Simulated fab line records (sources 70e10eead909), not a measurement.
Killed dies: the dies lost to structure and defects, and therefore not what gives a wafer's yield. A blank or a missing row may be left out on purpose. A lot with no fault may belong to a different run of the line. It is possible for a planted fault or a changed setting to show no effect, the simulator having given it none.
Matching of chambers -- flow nand-harc -- NHARC_A_STAIRCASE_ETCHBACK_422 on rie-diel-02: 4 sister chambers
The step etches the open film in CH3F/O2, target depth 40 nm, time 74.286 s. 4 wafers are shown with their chamber, then 11 later ones without.

## EACH WAFER AND ITS CHAMBER
wafer,chamber,showerhead-plenum-p-Torr (Torr)
L079.1,2,2.50
L086.3,3,2.34
L086.4,1,2.31
L087.1,0,2.63

## WAFERS WITH NO CHAMBER GIVEN
wafer,showerhead-plenum-p-Torr (Torr)
L087.2,2.31
L087.3,2.34
L089.2,2.33
L089.4,2.62
L089.5,2.50
L091.3,2.62
L091.4,2.49
L091.6,2.62
L095.1,2.31
L095.4,2.62
L095.6,2.33

## EACH ONE'S CHAMBER
wafer,from the rows above,in truth
L087.2,1,1
L087.3,3,3
L089.2,can't be placed: 3 or 1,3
L089.4,0,0
L089.5,2,2
L091.3,0,0
L091.4,2,2
L091.6,0,0
L095.1,1,1
L095.4,0,0
L095.6,can't be placed: 3 or 1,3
Correct placement for 9 of the 11. These rows do not allow placing 2 (true chamber among the candidates in 2). Placed wrongly: 0.
How it was worked out, from the rows above alone: a wafer's distance from a chamber is the root of the sum, over the readings, of the square of ((its reading less the chamber's mean) divided by the reading's scatter). If the next closest chamber is less than 2 further off than the closest, the wafer can't be placed; otherwise it belongs to the closest. The mean given for a chamber averages the wafers shown for that chamber. The scatter: root of mean squared gap, hidden wafer to nearest shown wafer, with one shown wafer a chamber.
